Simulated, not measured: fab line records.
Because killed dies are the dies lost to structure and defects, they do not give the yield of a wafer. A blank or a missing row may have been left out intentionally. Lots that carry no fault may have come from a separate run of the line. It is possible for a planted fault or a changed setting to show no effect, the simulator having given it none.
Chamber matching	flow n5Finfet	4 sister chambers for N5_HKMG_FIN_DESCUM_53 on rieDiel-04
The step chemistry O2, time 7.9 s. 4 wafers are shown with their chamber, then 12 later ones without.

EACH WAFER AND ITS CHAMBER
wafer	chamber	drypumpMotorCurrentA (A)
L086.2	1	5.89
L092.1	0	5.53
L092.2	3	5.25
L092.3	2	5.40

WAFERS WITH NO CHAMBER GIVEN
wafer	drypumpMotorCurrentA (A)
L093.1	5.91
L093.2	5.53
L093.4	5.90
L094.2	5.54
L094.3	5.90
L094.4	5.90
L095.3	5.22
L095.4	5.54
L095.5	5.90
L096.2	5.39
L096.3	5.51
L096.5	5.21

EACH ONE'S CHAMBER
wafer	from the rows above	in truth
L093.1	1	1
L093.2	0	0
L093.4	1	1
L094.2	0	0
L094.3	1	1
L094.4	1	1
L095.3	3	3
L095.4	0	0
L095.5	1	1
L096.2	2	2
L096.3	0	0
L096.5	3	3
Placed correctly: 12 of 12. Can't be placed from these rows: 0. Wrongly placed: 0.
How it was worked out, from the rows above alone: a wafer's distance from a chamber is the root of the sum, over the readings, of the square of ((its reading less the chamber's mean) divided by the reading's scatter). If the next closest chamber is less than 2 further off than the closest, the wafer can't be placed; otherwise it belongs to the closest. A chamber's mean is the mean of its shown wafers. The scatter: root of mean squared gap, hidden wafer to nearest shown wafer, with one shown wafer a chamber.
